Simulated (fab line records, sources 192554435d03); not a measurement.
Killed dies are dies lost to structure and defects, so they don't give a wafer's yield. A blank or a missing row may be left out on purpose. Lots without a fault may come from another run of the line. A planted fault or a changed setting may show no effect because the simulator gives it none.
Which tool did it? | flow n5_finfet | 23 lots, 69 wafers sampled, at 6 steps of a route of 1938

WHAT THE GAUGES READ, wafer by wafer
The record holds no reading of a measuring or inspecting step that can be judged against a usual standard deviation.

WHICH TOOL RAN EACH LOT (tool, then ch and the chambers of the sampled wafers, then the start)
lot  | N5_SDB_CUT_ETCH_26              | N5_SDB_CMP_30                | N5_HKMG_FIN_CVD_62                      | N5_HKMG_FIN_NWFM_ALD_20            | N5_GATE_CUT_DESCUM_18              | N5_GATE_CUT_ETCH_36
L074 | rie_si-04 ch 0,1,3, day 3 19:51 | cmp-01 ch 0,1,2, day 3 22:50 | thermal_cvd_si-02 ch 0,1, day 4 02:29   | ald_metal-02 ch 0,1,3, day 4 06:05 | rie_diel-03 ch 0,2,3, day 4 12:26  | rie_diel-03 ch 0,2,3, day 4 12:30
L075 | rie_si-02 ch 0,1,2, day 4 00:06 | cmp-01 ch 1,3, day 4 03:47   | thermal_cvd_si-01 ch 0,1,2, day 4 07:26 | ald_metal-03 ch 0,1,2, day 4 11:02 | rie_diel-02 ch 0,1,3, day 4 17:12  | rie_diel-02 ch 0,1,3, day 4 17:15
L076 | rie_si-02 ch 2,3, day 4 06:49   | cmp-04 ch 1,2, day 4 09:44   | thermal_cvd_si-02 ch 0,1, day 4 13:25   | ald_metal-02 ch 0,3, day 4 17:01   | rie_diel-02 ch 1,3, day 4 23:20    | rie_diel-02 ch 1,3, day 4 23:24
L077 | rie_si-01 ch 2,3, day 4 14:46   | cmp-03 ch 0,1, day 4 18:37   | thermal_cvd_si-01 ch 0,1,2, day 4 22:18 | ald_metal-04 ch 0,1, day 5 01:59   | rie_diel-03 ch 0,1,2, day 5 08:11  | rie_diel-03 ch 0,1,2, day 5 08:14
L078 | rie_si-04 ch 0,1, day 4 23:39   | cmp-04 ch 0,1,2, day 5 02:36 | thermal_cvd_si-02 ch 0,1,2, day 5 06:14 | ald_metal-02 ch 0,1,3, day 5 10:02 | rie_diel-03 ch 0,2,3, day 5 16:18  | rie_diel-03 ch 0,2,3, day 5 16:21
L079 | rie_si-02 ch 0,1,2, day 5 05:50 | cmp-03 ch 1,2,3, day 5 08:47 | thermal_cvd_si-01 ch 0,1, day 5 12:28   | ald_metal-04 ch 0,3, day 5 16:04   | rie_diel-06 ch 0,1,2, day 5 22:13  | rie_diel-06 ch 0,1,2, day 5 22:16
L080 | rie_si-02 ch 1,2,3, day 5 14:26 | cmp-03 ch 1,3, day 5 17:22   | thermal_cvd_si-02 ch 1,2, day 5 21:13   | ald_metal-02 ch 1,2, day 6 01:24   | rie_diel-06 ch 0,2,3, day 6 07:48  | rie_diel-06 ch 0,2,3, day 6 07:52
L081 | rie_si-02 ch 0,1,3, day 5 21:40 | cmp-03 ch 0,1,3, day 6 00:37 | thermal_cvd_si-01 ch 0,1,2, day 6 04:14 | ald_metal-04 ch 0,1, day 6 07:51   | rie_diel-02 ch 0,1, day 6 14:07    | rie_diel-02 ch 0,1, day 6 14:11
L082 | rie_si-04 ch 1,2,3, day 6 00:06 | cmp-01 ch 2,3, day 6 03:04   | thermal_cvd_si-02 ch 0,1,2, day 6 06:34 | ald_metal-04 ch 0,3, day 6 10:10   | rie_diel-03 ch 1,2, day 6 16:27    | rie_diel-03 ch 1,2, day 6 16:31
L083 | rie_si-01 ch 0,2,3, day 6 01:41 | cmp-03 ch 0,1,2, day 6 04:50 | thermal_cvd_si-01 ch 0,2, day 6 08:40   | ald_metal-03 ch 0,1,3, day 6 12:35 | rie_diel-02 ch 0,2,3, day 6 18:50  | rie_diel-02 ch 0,2,3, day 6 18:53
L084 | rie_si-04 ch 1,3, day 6 07:14   | cmp-04 ch 0,2, day 6 10:09   | thermal_cvd_si-02 ch 0,1, day 6 13:48   | ald_metal-03 ch 1,2,3, day 6 17:24 | rie_diel-06 ch 1,2, day 7 00:37    | rie_diel-06 ch 1,2, day 7 00:40
L085 | rie_si-01 ch 1,2,3, day 6 11:39 | cmp-04 ch 0,1,2, day 6 14:56 | thermal_cvd_si-01 ch 0,1,2, day 6 18:29 | ald_metal-02 ch 1,2,3, day 6 22:05 | rie_diel-03 ch 0,1,2, day 7 04:13  | rie_diel-03 ch 0,1,2, day 7 04:16
L086 | rie_si-01 ch 1,2,3, day 6 18:34 | cmp-04 ch 0,2,3, day 6 21:29 | thermal_cvd_si-02 ch 0,1,2, day 7 01:01 | ald_metal-03 ch 0,1,2, day 7 04:37 | rie_diel-06 ch 0,2,3, day 7 10:54  | rie_diel-06 ch 0,2,3, day 7 10:58
L087 | rie_si-01 ch 0,2,3, day 7 00:01 | cmp-04 ch 1,2,3, day 7 02:59 | thermal_cvd_si-01 ch 0,1,2, day 7 06:34 | ald_metal-04 ch 1,2,3, day 7 10:22 | rie_diel-06 ch 1,2, day 7 16:31    | rie_diel-06 ch 1,2, day 7 16:34
L088 | rie_si-02 ch 0,1, day 7 04:49   | cmp-01 ch 2,3, day 7 07:46   | thermal_cvd_si-02 ch 0,1, day 7 11:18   | ald_metal-02 ch 0,1, day 7 15:17   | rie_diel-03 ch 0,3, day 7 21:32    | rie_diel-03 ch 0,3, day 7 21:35
L089 | rie_si-04 ch 2,3, day 7 10:41   | cmp-04 ch 0,1,3, day 7 13:39 | thermal_cvd_si-01 ch 0,1, day 7 17:09   | ald_metal-02 ch 0,1,2, day 7 20:40 | rie_diel-02 ch 0,2,3, day 8 03:01  | rie_diel-02 ch 0,2,3, day 8 03:04
L090 | rie_si-04 ch 1,2,3, day 7 16:51 | cmp-04 ch 1,3, day 7 19:46   | thermal_cvd_si-02 ch 0,2, day 7 23:26   | ald_metal-03 ch 1,2,3, day 8 03:00 | rie_diel-06 ch 0,1,2, day 8 09:26  | rie_diel-06 ch 0,1,2, day 8 09:30
L091 | rie_si-04 ch 1,2,3, day 7 22:24 | cmp-01 ch 1,2,3, day 8 01:21 | thermal_cvd_si-01 ch 0,1, day 8 05:19   | ald_metal-02 ch 0,1,2, day 8 08:51 | rie_diel-06 ch 0,2,3, day 8 15:44  | rie_diel-06 ch 0,2,3, day 8 15:47
L093 | rie_si-02 ch 0,2,3, day 8 10:04 | cmp-03 ch 1,2,3, day 8 13:04 | thermal_cvd_si-01 ch 0,2, day 8 16:46   | ald_metal-04 ch 0,1, day 8 20:47   | rie_diel-06 ch 0,1,2, day 9 04:46  | rie_diel-06 ch 0,1,2, day 9 04:49
L094 | rie_si-01 ch 1,2,3, day 8 22:40 | cmp-01 ch 0,2,3, day 9 01:36 | thermal_cvd_si-02 ch 0,1, day 9 05:41   | ald_metal-02 ch 0,1, day 9 09:22   | rie_diel-03 ch 0,2,3, day 9 16:07  | rie_diel-03 ch 0,2,3, day 9 16:10
L095 | rie_si-04 ch 1,2,3, day 9 01:13 | cmp-01 ch 0,2,3, day 9 04:13 | thermal_cvd_si-01 ch 0,2, day 9 07:51   | ald_metal-02 ch 0,2, day 9 11:35   | rie_diel-06 ch 0,2,3, day 9 18:16  | rie_diel-06 ch 0,2,3, day 9 18:19
L096 | rie_si-04 ch 0,1,2, day 9 05:39 | cmp-04 ch 1,2,3, day 9 08:37 | thermal_cvd_si-02 ch 1,2, day 9 12:28   | ald_metal-04 ch 0,2,3, day 9 16:41 | rie_diel-02 ch 0,1,3, day 9 23:14  | rie_diel-02 ch 0,1,3, day 9 23:17
L097 | rie_si-02 ch 1,2,3, day 9 13:08 | cmp-03 ch 0,2,3, day 9 16:02 | thermal_cvd_si-01 ch 0,1,2, day 9 19:46 | ald_metal-04 ch 1,2,3, day 9 23:28 | rie_diel-06 ch 1,2,3, day 10 05:52 | rie_diel-06 ch 1,2,3, day 10 05:56
- N5_SDB_CUT_ETCH_26: etches Si in HBr/Cl2/O2, target depth 129.6 nm, bt time 20 s, time 51.8 s.
- N5_SDB_CMP_30: polishes, stops on poly-Si, t overpolish 1.54 s, target thk 30 nm.
- N5_HKMG_FIN_CVD_62: deposits a-Si from Si2H6, target thk 3 nm, time 20.8 s.
- N5_HKMG_FIN_NWFM_ALD_20: deposits TiAlC, target thk 2 nm, pulse time 3 s, purge time 2 s.
- N5_GATE_CUT_DESCUM_18: chemistry O2, time 7 s.
- N5_GATE_CUT_ETCH_36: etches SiARC in CF4, target depth 13 nm, time 21.7 s.

WHAT THE TOOLS THEMSELVES READ (means of the sampled wafers that have a number; where no wafer has one, the mark that the record gives instead)
N5_SDB_CUT_ETCH_26. Usual: drypump_motor_current_A 5.7 A, standard deviation 0.43; oes_product_au 1.006 a.u., standard deviation 0.017; throttle_valve_pct 37.2 %, standard deviation 0.34.
lot  | tool      | drypump_motor_current_A (A) | oes_product_au (a.u.) | throttle_valve_pct (%) | flag
L074 | rie_si-04 | 6.0                         | 0.993                 | 37.5                   |
L075 | rie_si-02 | 5.7                         | 1.004                 | 37.1                   |
L076 | rie_si-02 | 5.0                         | 1.006                 | 36.7                   |
L077 | rie_si-01 | 5.9                         | 1.003                 | 37.0                   |
L078 | rie_si-04 | 5.8                         | 0.997                 | 37.6                   |
L079 | rie_si-02 | 5.7                         | 1.006                 | 37.1                   |
L080 | rie_si-02 | 5.3                         | 1.001                 | 36.9                   |
L081 | rie_si-02 | 5.5                         | 1.008                 | 37.0                   |
L082 | rie_si-04 | 5.7                         | 1.004                 | 37.4                   |
L083 | rie_si-01 | 5.7                         | 1.008                 | 37.1                   |
L084 | rie_si-04 | 6.2                         | 0.988                 | 37.5                   |
L085 | rie_si-01 | 5.8                         | 1.016                 | 37.1                   |
L086 | rie_si-01 | 5.9                         | 1.014                 | 37.1                   |
L087 | rie_si-01 | 5.8                         | 1.010                 | 37.1                   |
L088 | rie_si-02 | 5.9                         | 1.010                 | 37.1                   |
L089 | rie_si-04 | 5.6                         | 1.016                 | 37.3                   |
L090 | rie_si-04 | 5.7                         | 1.001                 | 37.4                   |
L091 | rie_si-04 | 5.7                         | 1.008                 | 37.4                   |
L093 | rie_si-02 | 5.3                         | 1.002                 | 36.8                   |
L094 | rie_si-01 | 5.8                         | 1.009                 | 37.1                   |
L095 | rie_si-04 | 5.8                         | 1.007                 | 37.4                   |
L096 | rie_si-04 | 5.6                         | 1.004                 | 37.5                   |
L097 | rie_si-02 | 5.3                         | 1.010                 | 37.0                   |

N5_SDB_CMP_30. Usual: head_pressure_psi 4.150 psi, standard deviation 0.0097; motor_current_A 12.4 A, standard deviation 1.1; overpolish_run_s 1.539 s, standard deviation 0.0097; time_to_endpoint_s 18 s, standard deviation 3.4.
lot  | tool   | head_pressure_psi (psi) | motor_current_A (A) | overpolish_run_s (s) | time_to_endpoint_s (s) | flag
L074 | cmp-01 | 4.146                   | 12.1                | 1.542                | 15                     |
L075 | cmp-01 | 4.156                   | 13.8                | 1.537                | 14                     |
L076 | cmp-04 | 4.144                   | 12.4                | 1.539                | 16                     |
L077 | cmp-03 | 4.157                   | 11.3                | 1.538                | 21                     |
L078 | cmp-04 | 4.144                   | 12.6                | 1.530                | 16                     |
L079 | cmp-03 | 4.153                   | 11.6                | 1.547                | 22                     |
L080 | cmp-03 | 4.153                   | 12.2                | 1.540                | 23                     |
L081 | cmp-03 | 4.157                   | 12.1                | 1.538                | 20                     |
L082 | cmp-01 | 4.151                   | 12.9                | 1.530                | 19                     |
L083 | cmp-03 | 4.153                   | 10.9                | 1.544                | 20                     |
L084 | cmp-04 | 4.156                   | 12.8                | 1.539                | 20                     |
L085 | cmp-04 | 4.142                   | 12.7                | 1.533                | 17                     |
L086 | cmp-04 | 4.154                   | 12.3                | 1.535                | 19                     |
L087 | cmp-04 | 4.141                   | 12.8                | 1.538                | 16                     |
L088 | cmp-01 | 4.169                   | 11.8                | 1.540                | 18                     |
L089 | cmp-04 | 4.146                   | 12.7                | 1.554                | 18                     |
L090 | cmp-04 | 4.150                   | 12.3                | 1.542                | 18                     |
L091 | cmp-01 | 4.139                   | 12.9                | 1.538                | 14                     |
L093 | cmp-03 | 4.149                   | 11.5                | 1.536                | 20                     |
L094 | cmp-01 | 4.157                   | 12.5                | 1.534                | 19                     |
L095 | cmp-01 | 4.149                   | 12.6                | 1.534                | 21                     |
L096 | cmp-04 | 4.152                   | 12.1                | 1.547                | 14                     |
L097 | cmp-03 | 4.150                   | 11.6                | 1.536                | 19                     |

N5_HKMG_FIN_CVD_62. Usual: heater_power_outer_w 980 W, standard deviation 130; heater_power_w 1440 W, standard deviation 160.
lot  | tool              | heater_power_outer_w (W) | heater_power_w (W) | flag
L074 | thermal_cvd_si-02 | 983                      | 1452               |
L075 | thermal_cvd_si-01 | 968                      | 1433               |
L076 | thermal_cvd_si-02 | 990                      | 1503               |
L077 | thermal_cvd_si-01 | 964                      | 1430               |
L078 | thermal_cvd_si-02 | 995                      | 1465               |
L079 | thermal_cvd_si-01 | 1115                     | 1560               |
L080 | thermal_cvd_si-02 | 1005                     | 1484               |
L081 | thermal_cvd_si-01 | 984                      | 1421               |
L082 | thermal_cvd_si-02 | 978                      | 1479               |
L083 | thermal_cvd_si-01 | 986                      | 1388               |
L084 | thermal_cvd_si-02 | 965                      | 1474               |
L085 | thermal_cvd_si-01 | 961                      | 1407               |
L086 | thermal_cvd_si-02 | 981                      | 1461               |
L087 | thermal_cvd_si-01 | 982                      | 1426               |
L088 | thermal_cvd_si-02 | 983                      | 1522               |
L089 | thermal_cvd_si-01 | 1117                     | 1568               |
L090 | thermal_cvd_si-02 | 967                      | 1403               |
L091 | thermal_cvd_si-01 | 1105                     | 1561               |
L093 | thermal_cvd_si-01 | 992                      | 1398               |
L094 | thermal_cvd_si-02 | 973                      | 1472               |
L095 | thermal_cvd_si-01 | 986                      | 1400               |
L096 | thermal_cvd_si-02 | 1001                     | 1476               |
L097 | thermal_cvd_si-01 | 972                      | 1439               |

N5_HKMG_FIN_NWFM_ALD_20. Usual: heater_power_outer_w 287 W, standard deviation 35; heater_power_w 496 W, standard deviation 48; precursor_pulse_height_rel 0.999, standard deviation 0.019.
lot  | tool         | heater_power_outer_w (W) | heater_power_w (W) | precursor_pulse_height_rel | flag
L074 | ald_metal-02 | 315                      | 517                | 0.984                      |
L075 | ald_metal-03 | 282                      | 476                | 0.996                      |
L076 | ald_metal-02 | 333                      | 554                | 0.997                      |
L077 | ald_metal-04 | 287                      | 488                | 0.984                      |
L078 | ald_metal-02 | 304                      | 529                | 0.999                      |
L079 | ald_metal-04 | 315                      | 544                | 0.991                      |
L080 | ald_metal-02 | 257                      | 451                | 1.019                      |
L081 | ald_metal-04 | 289                      | 477                | 0.999                      |
L082 | ald_metal-04 | 312                      | 547                | 1.011                      |
L083 | ald_metal-03 | 267                      | 473                | 1.000                      |
L084 | ald_metal-03 | 289                      | 507                | 1.001                      |
L085 | ald_metal-02 | 272                      | 481                | 1.005                      |
L086 | ald_metal-03 | 280                      | 478                | 1.011                      |
L087 | ald_metal-04 | 288                      | 512                | 1.016                      |
L088 | ald_metal-02 | 315                      | 529                | 1.003                      |
L089 | ald_metal-02 | 277                      | 486                | 1.013                      |
L090 | ald_metal-03 | 293                      | 500                | 1.004                      |
L091 | ald_metal-02 | 273                      | 480                | 0.998                      |
L093 | ald_metal-04 | 287                      | 477                | 1.011                      |
L094 | ald_metal-02 | 297                      | 497                | 1.007                      |
L095 | ald_metal-02 | 300                      | 507                | 1.002                      |
L096 | ald_metal-04 | 294                      | 516                | 0.992                      |
L097 | ald_metal-04 | 285                      | 507                | 0.983                      |

N5_GATE_CUT_DESCUM_18. Usual: drypump_motor_current_A 5.7 A, standard deviation 0.37; oes_product_au 0.82 a.u., standard deviation 0.088; rf_vpp_V 243.4 V, standard deviation 1.4; showerhead_plenum_p_Torr 2.11 Torr, standard deviation 0.073; throttle_valve_pct 20.3 %, standard deviation 0.36.
lot  | tool        | drypump_motor_current_A (A) | oes_product_au (a.u.) | rf_vpp_V (V) | showerhead_plenum_p_Torr (Torr) | throttle_valve_pct (%) | flag
L074 | rie_diel-03 | 5.9                         | 0.89                  | 244.0        | 2.18                            | 20.1                   |
L075 | rie_diel-02 | 5.7                         | 0.75                  | 243.8        | 2.11                            | 20.5                   |
L076 | rie_diel-02 | 5.6                         | 0.79                  | 241.6        | 2.09                            | 20.3                   |
L077 | rie_diel-03 | 6.1                         | 0.81                  | 244.4        | 2.18                            | 20.5                   |
L078 | rie_diel-03 | 5.8                         | 0.89                  | 243.9        | 2.18                            | 20.1                   |
L079 | rie_diel-06 | 5.6                         | 0.81                  | 243.6        | 2.13                            | 20.2                   |
L080 | rie_diel-06 | 5.6                         | 0.90                  | 242.8        | 2.09                            | 20.0                   |
L081 | rie_diel-02 | 5.6                         | 0.72                  | 242.8        | 2.06                            | 20.6                   |
L082 | rie_diel-03 | 6.1                         | 0.83                  | 245.1        | 2.20                            | 20.5                   |
L083 | rie_diel-02 | 5.8                         | 0.74                  | 242.3        | 2.07                            | 20.6                   |
L084 | rie_diel-06 | 5.3                         | 0.84                  | 244.5        | 2.13                            | 20.0                   |
L085 | rie_diel-03 | 6.0                         | 0.81                  | 244.0        | 2.17                            | 20.5                   |
L086 | rie_diel-06 | 5.6                         | 0.89                  | 242.6        | 2.09                            | 20.0                   |
L087 | rie_diel-06 | 5.3                         | 0.84                  | 243.9        | 2.13                            | 20.0                   |
L088 | rie_diel-03 | 5.8                         | 0.85                  | 244.2        | 2.15                            | 20.2                   |
L089 | rie_diel-02 | 5.8                         | 0.73                  | 241.6        | 2.07                            | 20.6                   |
L090 | rie_diel-06 | 5.6                         | 0.80                  | 243.2        | 2.13                            | 20.2                   |
L091 | rie_diel-06 | 5.6                         | 0.88                  | 243.2        | 2.09                            | 20.1                   |
L093 | rie_diel-06 | 5.6                         | 0.79                  | 243.6        | 2.13                            | 20.2                   |
L094 | rie_diel-03 | 5.8                         | 0.86                  | 244.0        | 2.17                            | 20.2                   |
L095 | rie_diel-06 | 5.6                         | 0.86                  | 243.6        | 2.08                            | 20.0                   |
L096 | rie_diel-02 | 5.7                         | 0.74                  | 242.6        | 2.10                            | 20.5                   |
L097 | rie_diel-06 | 5.4                         | 0.82                  | 243.5        | 2.09                            | 20.2                   |

N5_GATE_CUT_ETCH_36. Usual: drypump_motor_current_A 5.7 A, standard deviation 0.37; etch_rf_on_time_s 21.4 s, standard deviation 0.75; mfc_ar_sccm 100.0 sccm, standard deviation 0.3; oes_product_au 0.70 a.u., standard deviation 0.076; rf_vpp_V 184.3 V, standard deviation 1.2; showerhead_plenum_p_Torr 2.16 Torr, standard deviation 0.066; throttle_valve_pct 15.48 %, standard deviation 0.24.
lot  | tool        | drypump_motor_current_A (A) | etch_rf_on_time_s (s) | mfc_ar_sccm (sccm) | oes_product_au (a.u.) | rf_vpp_V (V) | showerhead_plenum_p_Torr (Torr) | throttle_valve_pct (%) | flag
L074 | rie_diel-03 | 5.8                         | 20.7                  | 100.1              | 0.78                  | 184.7        | 2.23                            | 15.30                  |
L075 | rie_diel-02 | 5.7                         | 21.8                  | 100.2              | 0.64                  | 183.6        | 2.14                            | 15.59                  |
L076 | rie_diel-02 | 5.6                         | 21.2                  | 100.0              | 0.67                  | 183.1        | 2.13                            | 15.45                  |
L077 | rie_diel-03 | 6.1                         | 20.4                  | 100.1              | 0.71                  | 184.9        | 2.20                            | 15.49                  |
L078 | rie_diel-03 | 5.9                         | 20.6                  | 99.8               | 0.77                  | 185.4        | 2.23                            | 15.32                  |
L079 | rie_diel-06 | 5.6                         | 21.7                  | 100.3              | 0.70                  | 184.6        | 2.18                            | 15.37                  |
L080 | rie_diel-06 | 5.6                         | 21.7                  | 100.0              | 0.76                  | 183.8        | 2.15                            | 15.34                  |
L081 | rie_diel-02 | 5.7                         | 21.7                  | 99.7               | 0.61                  | 183.1        | 2.12                            | 15.76                  |
L082 | rie_diel-03 | 6.1                         | 20.9                  | 99.9               | 0.72                  | 185.0        | 2.22                            | 15.54                  |
L083 | rie_diel-02 | 5.8                         | 22.0                  | 100.0              | 0.63                  | 183.9        | 2.10                            | 15.64                  |
L084 | rie_diel-06 | 5.3                         | 21.7                  | 100.1              | 0.72                  | 185.5        | 2.19                            | 15.33                  |
L085 | rie_diel-03 | 6.0                         | 20.4                  | 100.2              | 0.71                  | 184.4        | 2.19                            | 15.50                  |
L086 | rie_diel-06 | 5.6                         | 21.3                  | 100.0              | 0.76                  | 183.3        | 2.15                            | 15.34                  |
L087 | rie_diel-06 | 5.3                         | 21.9                  | 99.9               | 0.72                  | 184.8        | 2.19                            | 15.33                  |
L088 | rie_diel-03 | 5.8                         | 19.9                  | 100.2              | 0.76                  | 185.1        | 2.19                            | 15.29                  |
L089 | rie_diel-02 | 5.7                         | 21.9                  | 100.0              | 0.62                  | 183.8        | 2.10                            | 15.65                  |
L090 | rie_diel-06 | 5.6                         | 21.8                  | 100.0              | 0.69                  | 184.6        | 2.17                            | 15.39                  |
L091 | rie_diel-06 | 5.6                         | 21.6                  | 100.0              | 0.74                  | 184.1        | 2.15                            | 15.36                  |
L093 | rie_diel-06 | 5.6                         | 21.9                  | 99.7               | 0.68                  | 184.1        | 2.17                            | 15.40                  |
L094 | rie_diel-03 | 5.9                         | 20.3                  | 100.2              | 0.75                  | 185.7        | 2.22                            | 15.34                  |
L095 | rie_diel-06 | 5.6                         | 21.7                  | 100.0              | 0.72                  | 184.4        | 2.15                            | 15.38                  |
L096 | rie_diel-02 | 5.7                         | 21.9                  | 100.0              | 0.62                  | 183.4        | 2.13                            | 15.65                  |
L097 | rie_diel-06 | 5.4                         | 21.9                  | 100.1              | 0.69                  | 185.4        | 2.15                            | 15.46                  |

THE ANSWER, worked out from the rows above alone
Rule: a lot is off if the mean of its wafers that have a number lies more than 3 standard deviations from the usual mean. A lot without any number at a reading at which 4 lots or more have one is off too. The other lots that the step has rows for count as sound. The gauges are gone through in route order, then the tools' own readings, and for those a lot's mean is taken as printed above. The first step at which some lot is off is used, and at that step the reading that is off furthest; a lot without a number counts as furthest.
No lot is off at any reading shown: from this, nothing can be told.

WHAT THE SIMULATOR HAD PUT IN
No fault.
